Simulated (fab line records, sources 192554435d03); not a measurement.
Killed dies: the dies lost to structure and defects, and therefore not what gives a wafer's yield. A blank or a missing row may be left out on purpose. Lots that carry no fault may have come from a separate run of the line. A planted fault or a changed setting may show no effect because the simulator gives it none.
fab line records	flow n5Finfet
[record] lots = 24	wafers = 72	lastDay = 17
route steps=1938 shown BEOL_M3@989 BEOL_M4@1022
lots that met no fault: from a run of the same line without faults
startH: hours from the record's opening day to when the first of the lot's shown wafers began	waitH: how many hours have passed since the lot's step before this one	" the same as in the row above	L1.1+2: a single row standing in for several wafers	- no value, or no start was given	* or withheld: withheld	< > ~ a bound
route shown NAME@n: a module of which the file shows steps, and the number in the route of the first	usual: mean and standard deviation over wafers with no fault	same: alike in all rows	chamber/n: place in a boat	sites: each site's reading	_std_site: the standard deviation of these	_edge_site: the outer-site mean with the inner-site mean subtracted	radiusMm: how far each site lies from the wafer's centre	mask NAME#n: copy n	behind: tool/chamber where the wafer was last shaped	hold: reason for holding the lot/hours on hold/outcome of the hold	device: which transistor (n, p or np) failed to switch	end of line: the tests these same wafers got at the end of their route	for a step that has no rows: nothing shown but its recipe	killed: count of dies lost to structure and defects at first sort (not the wafer's yield)	map: a wafer's dies, x killed, . not, _ none there
set.NAME: the run value of the setting; set.NAME@STEP: its run value at that earlier step	model.NAME: the simulator's own value behind a step, which no gauge read
a sample of lots followed through the steps of the route, with each step as a table and each wafer as a row
services: a tool's chamber out of use, with start hour (startH, from the record's first day; less than 0 if before it), hours out, and reason
[[steps]]
[step N5_BEOL_M3_DEGAS_44]
[recipe] ambient = vacuum	tempC = 250	timeS = 60
[usual] heaterPowerW = 336/38
lot.wafer	tool	chamber	startH	waitH	heaterPowerW
L074.2	pvdSputter-03	-	163.91	0.2	332
L074.4	"	-	"	"	372
L074.5	"	-	"	"	333
L076.2	pvdSputter-02	-	164.02	0.2	310
L076.5	"	-	"	"	309
L076.6	"	-	"	"	336
L075.3	pvdSputter-03	-	167.76	1.1	371
L075.5	"	-	"	"	327
L075.6	"	-	"	"	368
L077.2	pvdSputter-01	-	168.30	0.1	333
L077.4	"	-	"	"	356
L077.6	"	-	"	"	334
L078.3	pvdSputter-01	-	184.77	0.5	267
L078.4	"	-	"	"	353
L078.6	"	-	"	"	269
L079.2	pvdSputter-01	-	189.63	0.1	262
L079.3	"	-	"	"	337
L079.4	"	-	"	"	356
L080.2	pvdSputter-02	-	191.93	0.3	327
L080.4	"	-	"	"	310
L080.6	"	-	"	"	307
L081.1	pvdSputter-01	-	205.32	0.3	385
L081.4	"	-	"	"	360
L081.6	"	-	"	"	360
L083.3	pvdSputter-01	-	211.20	0.5	397
L083.4	"	-	"	"	340
L083.5	"	-	"	"	353
L082.2	pvdSputter-01	-	217.26	0.5	384
L082.5	"	-	"	"	344
L082.6	"	-	"	"	384
L084.2	pvdSputter-02	-	222.01	0.3	318
L084.4	"	-	"	"	400
L084.6	"	-	"	"	316
L085.1	pvdSputter-02	-	225.33	0.4	330
L085.2	"	-	"	"	401
L085.6	"	-	"	"	322
L087.1	pvdSputter-01	-	228.43	0.4	397
L087.5	"	-	"	"	256
L087.6	"	-	"	"	371
L086.2	pvdSputter-03	-	233.14	0.2	338
L086.3	"	-	"	"	365
L086.6	"	-	"	"	327
L089.2	pvdSputter-01	-	242.20	0.4	389
L089.4	"	-	"	"	356
L089.5	"	-	"	"	352
L088.1	pvdSputter-03	-	259.03	0.6	331
L088.2	"	-	"	"	369
L088.3	"	-	"	"	365
L090.2	pvdSputter-01	-	259.43	0.4	354
L090.3	"	-	"	"	339
L090.6	"	-	"	"	355
L091.2	pvdSputter-01	-	263.49	0.1	341
L091.3	"	-	"	"	383
L091.6	"	-	"	"	355
L092.2	pvdSputter-03	-	266.99	0.7	371
L092.3	"	-	"	"	373
L092.4	"	-	"	"	323
L093.1	pvdSputter-02	-	267.01	0.7	313
L093.2	"	-	"	"	313
L093.5	"	-	"	"	328
L094.1	pvdSputter-01	-	279.74	0.6	395
L094.5	"	-	"	"	337
L094.6	"	-	"	"	275
L095.1	pvdSputter-02	-	280.15	0.7	303
L095.3	"	-	"	"	317
L095.4	"	-	"	"	403
L096.1	pvdSputter-03	-	291.54	0.5	365
L096.3	"	-	"	"	365
L096.4	"	-	"	"	329
L097.2	pvdSputter-01	-	295.91	0.7	339
L097.4	"	-	"	"	389
L097.5	"	-	"	"	341
[step N5_BEOL_M3_ANNEAL_49]
[recipe] tempC = 400	timeS = 240	ambient = vacuum
[usual] heaterPowerW = 848/97
lot.wafer	tool	chamber	startH	waitH	heaterPowerW
L074.2	pvdSputter-02	-	164.55	0.0	796
L074.4	"	-	"	"	762
L074.5	"	-	"	"	786
L076.2	pvdSputter-01	-	166.38	0.0	981
L076.5	"	-	"	"	891
L076.6	"	-	"	"	660
L075.3	pvdSputter-02	-	168.45	0.0	818
L075.5	"	-	"	"	758
L075.6	"	-	"	"	826
L077.2	pvdSputter-01	-	169.54	0.0	891
L077.4	"	-	"	"	665
L077.6	"	-	"	"	852
L078.3	pvdSputter-01	-	187.63	0.0	985
L078.4	"	-	"	"	889
L078.6	"	-	"	"	875
L079.2	pvdSputter-01	-	190.28	0.0	997
L079.3	"	-	"	"	658
L079.4	"	-	"	"	869
L080.2	pvdSputter-01	-	192.62	0.0	851
L080.4	"	-	"	"	874
L080.6	"	-	"	"	653
L081.1	pvdSputter-01	-	206.04	0.0	846
L081.4	"	-	"	"	904
L081.6	"	-	"	"	976
L083.3	pvdSputter-01	-	212.18	0.0	638
L083.4	"	-	"	"	976
L083.5	"	-	"	"	906
L082.2	pvdSputter-01	-	219.98	0.0	977
L082.5	"	-	"	"	848
L082.6	"	-	"	"	670
L084.2	pvdSputter-01	-	222.70	0.0	673
L084.4	"	-	"	"	984
L084.6	"	-	"	"	868
L085.1	pvdSputter-02	-	226.02	0.0	759
L085.2	"	-	"	"	991
L085.6	"	-	"	"	829
L087.1	pvdSputter-01	-	229.15	0.0	664
L087.5	"	-	"	"	923
L087.6	"	-	"	"	970
L086.2	pvdSputter-02	-	233.95	0.0	800
L086.3	"	-	"	"	819
L086.6	"	-	"	"	823
L089.2	pvdSputter-03	-	242.90	0.0	917
L089.4	"	-	"	"	906
L089.5	"	-	"	"	903
L088.1	pvdSputter-01	-	259.83	0.0	973
L088.2	"	-	"	"	832
L088.3	"	-	"	"	916
L090.2	pvdSputter-03	-	260.39	0.0	831
L090.3	"	-	"	"	908
L090.6	"	-	"	"	908
L091.2	pvdSputter-02	-	264.47	0.0	802
L091.3	"	-	"	"	832
L091.6	"	-	"	"	826
L092.2	pvdSputter-02	-	267.81	0.0	1003
L092.3	"	-	"	"	796
L092.4	"	-	"	"	837
L093.1	pvdSputter-03	-	268.01	0.0	914
L093.2	"	-	"	"	830
L093.5	"	-	"	"	904
L094.1	pvdSputter-02	-	280.63	0.0	1007
L094.5	"	-	"	"	1004
L094.6	"	-	"	"	805
L095.1	pvdSputter-01	-	282.46	0.0	822
L095.3	"	-	"	"	988
L095.4	"	-	"	"	872
L096.1	pvdSputter-02	-	292.54	0.0	1003
L096.3	"	-	"	"	785
L096.4	"	-	"	"	781
L097.2	pvdSputter-03	-	296.74	0.0	808
L097.4	"	-	"	"	910
L097.5	"	-	"	"	839
[step N5_BEOL_M3_SPUTTER_94]
[recipe] material = Cu	targetThkA = 45	tempC = -20	chamberPressurePa = 0.07	powerW = withheld	timeS = 8.29
[usual] throttleValvePct = 29.8/1.4
lot.wafer	tool	chamber	startH	waitH	throttleValvePct
L074.2	pvdSputter-02	-	166.01	0.1	28.1
L074.4	"	-	"	"	31.1
L074.5	"	-	"	"	27.9
L076.2	pvdSputter-01	-	167.84	0.1	27.7
L076.5	"	-	"	"	29.1
L076.6	"	-	"	"	31.1
L075.3	pvdSputter-02	-	169.91	0.1	29.5
L075.5	"	-	"	"	28.4
L075.6	"	-	"	"	29.6
L077.2	pvdSputter-01	-	171.00	0.1	29.0
L077.4	"	-	"	"	30.9
L077.6	"	-	"	"	32.1
L078.3	pvdSputter-01	-	189.09	0.1	27.7
L078.4	"	-	"	"	29.2
L078.6	"	-	"	"	29.1
L079.2	pvdSputter-01	-	191.74	0.1	27.8
L079.3	"	-	"	"	30.8
L079.4	"	-	"	"	28.9
L080.2	pvdSputter-01	-	194.08	0.1	32.0
L080.4	"	-	"	"	28.9
L080.6	"	-	"	"	30.8
L081.1	pvdSputter-01	-	207.50	0.1	31.9
L081.4	"	-	"	"	29.1
L081.6	"	-	"	"	27.5
L083.3	pvdSputter-01	-	213.64	0.1	30.9
L083.4	"	-	"	"	27.9
L083.5	"	-	"	"	29.0
L082.2	pvdSputter-01	-	221.44	0.1	27.6
L082.5	"	-	"	"	32.2
L082.6	"	-	"	"	31.0
L084.2	pvdSputter-01	-	224.16	0.1	31.1
L084.4	"	-	"	"	27.6
L084.6	"	-	"	"	29.0
L085.1	pvdSputter-02	-	227.48	0.1	31.3
L085.2	"	-	"	"	29.9
L085.6	"	-	"	"	29.5
L087.1	pvdSputter-01	-	230.61	0.1	30.8
L087.5	"	-	"	"	29.0
L087.6	"	-	"	"	27.7
L086.2	pvdSputter-02	-	235.41	0.1	28.2
L086.3	"	-	"	"	29.6
L086.6	"	-	"	"	29.2
L089.2	pvdSputter-03	-	244.36	0.1	29.2
L089.4	"	-	"	"	29.0
L089.5	"	-	"	"	29.1
L088.1	pvdSputter-01	-	261.29	0.1	27.7
L088.2	"	-	"	"	32.3
L088.3	"	-	"	"	29.1
L090.2	pvdSputter-03	-	261.85	0.1	30.4
L090.3	"	-	"	"	29.0
L090.6	"	-	"	"	29.4
L091.2	pvdSputter-02	-	265.93	0.1	28.2
L091.3	"	-	"	"	29.3
L091.6	"	-	"	"	29.3
L092.2	pvdSputter-02	-	269.27	0.1	30.2
L092.3	"	-	"	"	28.4
L092.4	"	-	"	"	29.5
L093.1	pvdSputter-03	-	269.47	0.1	29.2
L093.2	"	-	"	"	30.4
L093.5	"	-	"	"	29.2
L094.1	pvdSputter-02	-	282.09	0.1	30.0
L094.5	"	-	"	"	30.0
L094.6	"	-	"	"	29.5
L095.1	pvdSputter-01	-	283.92	0.1	31.9
L095.3	"	-	"	"	27.5
L095.4	"	-	"	"	29.4
L096.1	pvdSputter-02	-	294.00	0.1	29.9
L096.3	"	-	"	"	31.5
L096.4	"	-	"	"	28.3
L097.2	pvdSputter-03	-	298.20	0.1	30.0
L097.4	"	-	"	"	29.0
L097.5	"	-	"	"	30.4
[step N5_BEOL_M3_ANNEAL_51]
[recipe] tempC = 225	timeS = 90	ambient = N2
[usual] wafer_temp_C_max = 226.23/0.29
lot.wafer	tool	chamber	startH	waitH	wafer_temp_C_max
L074.2	rtpAnneal-02	0	166.47	0.1	225.81
L074.4	"	0	"	"	225.95
L074.5	"	0	"	"	225.78
L076.2	rtpAnneal-02	0	168.30	0.1	226.41
L076.5	"	0	"	"	225.91
L076.6	"	0	"	"	225.88
L075.3	rtpAnneal-02	0	170.42	0.1	226.15
L075.5	"	0	"	"	225.90
L075.6	"	0	"	"	226.25
L077.2	rtpAnneal-01	0	171.46	0.1	226.37
L077.4	"	0	"	"	226.58
L077.6	"	0	"	"	226.27
L078.3	rtpAnneal-01	0	189.60	0.1	225.95
L078.4	"	0	"	"	226.33
L078.6	"	0	"	"	226.49
L079.2	rtpAnneal-02	0	192.20	0.1	225.77
L079.3	"	0	"	"	226.15
L079.4	"	0	"	"	226.25
L080.2	rtpAnneal-02	0	194.54	0.1	226.62
L080.4	"	0	"	"	226.27
L080.6	"	0	"	"	226.36
L081.1	rtpAnneal-02	0	207.93	0.1	226.54
L081.4	"	0	"	"	226.01
L081.6	"	0	"	"	226.01
L083.3	rtpAnneal-02	0	214.16	0.1	226.18
L083.4	"	0	"	"	226.02
L083.5	"	0	"	"	226.11
L082.2	rtpAnneal-01	0	221.90	0.1	226.31
L082.5	"	0	"	"	226.11
L082.6	"	0	"	"	226.39
L084.2	rtpAnneal-01	0	224.62	0.1	226.01
L084.4	"	0	"	"	225.91
L084.6	"	0	"	"	226.40
L085.1	rtpAnneal-01	0	227.90	0.1	226.58
L085.2	"	0	"	"	226.37
L085.6	"	0	"	"	226.11
L087.1	rtpAnneal-02	0	231.02	0.1	226.28
L087.5	"	0	"	"	226.09
L087.6	"	0	"	"	226.25
L086.2	rtpAnneal-01	0	235.87	0.1	226.24
L086.3	"	0	"	"	226.44
L086.6	"	0	"	"	226.18
L089.2	rtpAnneal-01	0	244.82	0.1	226.40
L089.4	"	0	"	"	226.53
L089.5	"	0	"	"	226.39
L088.1	rtpAnneal-02	0	261.71	0.1	226.00
L088.2	"	0	"	"	226.01
L088.3	"	0	"	"	226.04
L090.2	rtpAnneal-02	0	262.32	0.1	225.80
L090.3	"	0	"	"	226.28
L090.6	"	0	"	"	226.18
L091.2	rtpAnneal-01	0	266.39	0.1	226.28
L091.3	"	0	"	"	226.45
L091.6	"	0	"	"	225.95
L092.2	rtpAnneal-01	0	269.73	0.1	226.46
L092.3	"	0	"	"	226.12
L092.4	"	0	"	"	226.44
L093.1	rtpAnneal-01	0	269.96	0.1	226.66
L093.2	"	0	"	"	226.33
L093.5	"	0	"	"	226.98
L094.1	rtpAnneal-02	0	282.87	0.4	226.23
L094.5	"	0	"	"	226.18
L094.6	"	0	"	"	226.33
L095.1	rtpAnneal-02	0	285.65	1.4	226.19
L095.3	"	0	"	"	226.60
L095.4	"	0	"	"	226.03
L096.1	rtpAnneal-01	0	294.41	0.1	226.64
L096.3	"	0	"	"	226.51
L096.4	"	0	"	"	226.56
L097.2	rtpAnneal-01	0	298.90	0.3	226.75
L097.4	"	0	"	"	226.61
L097.5	"	0	"	"	226.63
[step N5_BEOL_M3_RS_MEAS_58]
[recipe] thkMeasGauge = four-point-probe	reads = Co_of_BEOL_M3_CO_CAP_55+Cu_of_BEOL_M3_ECD_50+Co_of_BEOL_M3_CVD_47+TaN_of_BEOL_M3_ALD_84
[usual] M3_RS = 0.66/0.033
lot.wafer	tool	chamber	startH	waitH	M3_RS[ohm/sq]
L074.2	filmMetro-01	-	167.28	0.1	0.67
L074.4	"	-	"	"	0.66
L074.5	"	-	"	"	0.63
L076.2	filmMetro-01	-	169.33	0.1	0.69
L076.5	"	-	"	"	0.65
L076.6	"	-	"	"	0.68
L075.3	filmMetro-01	-	171.18	0.1	0.61
L075.5	"	-	"	"	0.62
L075.6	"	-	"	"	0.59
L077.2	filmMetro-02	-	172.27	0.1	0.58
L077.4	"	-	"	"	0.61
L077.6	"	-	"	"	0.56
L078.3	filmMetro-02	-	190.39	0.1	0.68
L078.4	"	-	"	"	0.63
L078.6	"	-	"	"	0.64
L079.2	filmMetro-01	-	193.04	0.1	0.67
L079.3	"	-	"	"	0.64
L079.4	"	-	"	"	0.64
L080.2	filmMetro-02	-	195.34	0.1	0.68
L080.4	"	-	"	"	0.64
L080.6	"	-	"	"	0.63
L081.1	filmMetro-02	-	208.83	0.0	0.66
L081.4	"	-	"	"	0.69
L081.6	"	-	"	"	0.64
L083.3	filmMetro-01	-	214.93	0.1	0.69
L083.4	"	-	"	"	0.70
L083.5	"	-	"	"	0.66
L082.2	filmMetro-01	-	222.90	0.1	0.67
L082.5	"	-	"	"	0.60
L082.6	"	-	"	"	0.64
L084.2	filmMetro-02	-	225.43	0.1	0.68
L084.4	"	-	"	"	0.66
L084.6	"	-	"	"	0.67
L085.1	filmMetro-01	-	228.75	0.0	0.69
L085.2	"	-	"	"	0.69
L085.6	"	-	"	"	0.69
L087.1	filmMetro-01	-	231.88	0.0	0.75
L087.5	"	-	"	"	0.69
L087.6	"	-	"	"	0.67
L086.2	filmMetro-01	-	236.69	0.1	0.69
L086.3	"	-	"	"	0.71
L086.6	"	-	"	"	0.62
L089.2	filmMetro-01	-	245.63	0.1	0.64
L089.4	"	-	"	"	0.66
L089.5	"	-	"	"	0.60
L088.1	filmMetro-01	-	262.60	0.1	0.68
L088.2	"	-	"	"	0.69
L088.3	"	-	"	"	0.71
L090.2	filmMetro-01	-	263.14	0.1	0.71
L090.3	"	-	"	"	0.71
L090.6	"	-	"	"	0.66
L091.2	filmMetro-01	-	267.20	0.1	0.65
L091.3	"	-	"	"	0.65
L091.6	"	-	"	"	0.62
L092.2	filmMetro-02	-	271.46	0.1	0.65
L092.3	"	-	"	"	0.67
L092.4	"	-	"	"	0.64
L093.1	filmMetro-02	-	271.61	0.1	0.67
L093.2	"	-	"	"	0.68
L093.5	"	-	"	"	0.70
L094.1	filmMetro-01	-	283.74	0.0	0.62
L094.5	"	-	"	"	0.58
L094.6	"	-	"	"	0.61
L095.1	filmMetro-01	-	286.50	0.0	0.66
L095.3	"	-	"	"	0.66
L095.4	"	-	"	"	0.60
L096.1	filmMetro-02	-	295.27	0.0	0.68
L096.3	"	-	"	"	0.64
L096.4	"	-	"	"	0.62
L097.2	filmMetro-02	-	299.71	0.1	0.66
L097.4	"	-	"	"	0.66
L097.5	"	-	"	"	0.68
[step N5_BEOL_M4_THK_MEAS_01]
[recipe] reads = SiOC_of_BEOL_M4_ILD_DEP_00
[usual] M4_ILD_THK = 78.4/0.95
lot.wafer	tool	chamber	startH	waitH	M4_ILD_THK[nm]
L074.2	filmMetro-02	-	167.43	0.1	77.5
L074.4	"	-	"	"	78.3
L074.5	"	-	"	"	78.3
L076.2	filmMetro-01	-	169.46	0.1	78.7
L076.5	"	-	"	"	79.1
L076.6	"	-	"	"	79.3
L075.3	filmMetro-02	-	171.31	0.1	77.6
L075.5	"	-	"	"	79.6
L075.6	"	-	"	"	79.0
L077.2	filmMetro-02	-	172.40	0.1	77.5
L077.4	"	-	"	"	79.6
L077.6	"	-	"	"	78.9
L078.3	filmMetro-01	-	190.52	0.1	77.5
L078.4	"	-	"	"	79.2
L078.6	"	-	"	"	79.3
L079.2	filmMetro-01	-	193.17	0.1	78.0
L079.3	"	-	"	"	78.9
L079.4	"	-	"	"	78.6
L080.2	filmMetro-02	-	195.47	0.1	79.5
L080.4	"	-	"	"	79.2
L080.6	"	-	"	"	80.4
L081.1	filmMetro-01	-	208.96	0.0	77.4
L081.4	"	-	"	"	79.5
L081.6	"	-	"	"	79.4
L083.3	filmMetro-01	-	215.06	0.1	77.5
L083.4	"	-	"	"	77.6
L083.5	"	-	"	"	80.1
L082.2	filmMetro-01	-	223.03	0.1	78.1
L082.5	"	-	"	"	78.1
L082.6	"	-	"	"	79.6
L084.2	filmMetro-01	-	225.56	0.1	76.3
L084.4	"	-	"	"	78.5
L084.6	"	-	"	"	78.1
L085.1	filmMetro-02	-	228.88	0.0	78.8
L085.2	"	-	"	"	77.7
L085.6	"	-	"	"	78.6
L087.1	filmMetro-02	-	232.01	0.0	77.5
L087.5	"	-	"	"	79.0
L087.6	"	-	"	"	79.4
L086.2	filmMetro-02	-	236.82	0.1	77.0
L086.3	"	-	"	"	77.6
L086.6	"	-	"	"	78.1
L089.2	filmMetro-01	-	245.76	0.1	78.5
L089.4	"	-	"	"	78.7
L089.5	"	-	"	"	79.0
L088.1	filmMetro-01	-	262.73	0.0	78.4
L088.2	"	-	"	"	78.2
L088.3	"	-	"	"	78.5
L090.2	filmMetro-01	-	263.27	0.1	76.6
L090.3	"	-	"	"	76.7
L090.6	"	-	"	"	77.2
L091.2	filmMetro-01	-	267.33	0.1	76.0
L091.3	"	-	"	"	76.9
L091.6	"	-	"	"	77.4
L092.2	filmMetro-01	-	271.58	0.1	78.7
L092.3	"	-	"	"	78.3
L092.4	"	-	"	"	79.9
L093.1	filmMetro-02	-	271.74	0.0	78.1
L093.2	"	-	"	"	78.7
L093.5	"	-	"	"	77.9
L094.1	filmMetro-02	-	283.87	0.0	77.2
L094.5	"	-	"	"	78.7
L094.6	"	-	"	"	78.2
L095.1	filmMetro-01	-	286.63	0.0	78.4
L095.3	"	-	"	"	78.2
L095.4	"	-	"	"	79.8
L096.1	filmMetro-01	-	295.40	0.0	77.5
L096.3	"	-	"	"	77.9
L096.4	"	-	"	"	79.1
L097.2	filmMetro-02	-	299.84	0.1	77.2
L097.4	"	-	"	"	77.5
L097.5	"	-	"	"	79.0
[[services]]
tool	chamber	startH	hours	kind
pvdSputter-01	-	149.90	7.8	repair
pvdSputter-01	-	175.05	0.9	repair
rtpAnneal-02	-	255.69	0.6	pm
rtpAnneal-01	-	281.29	5.8	pm
[[key]]
fault none
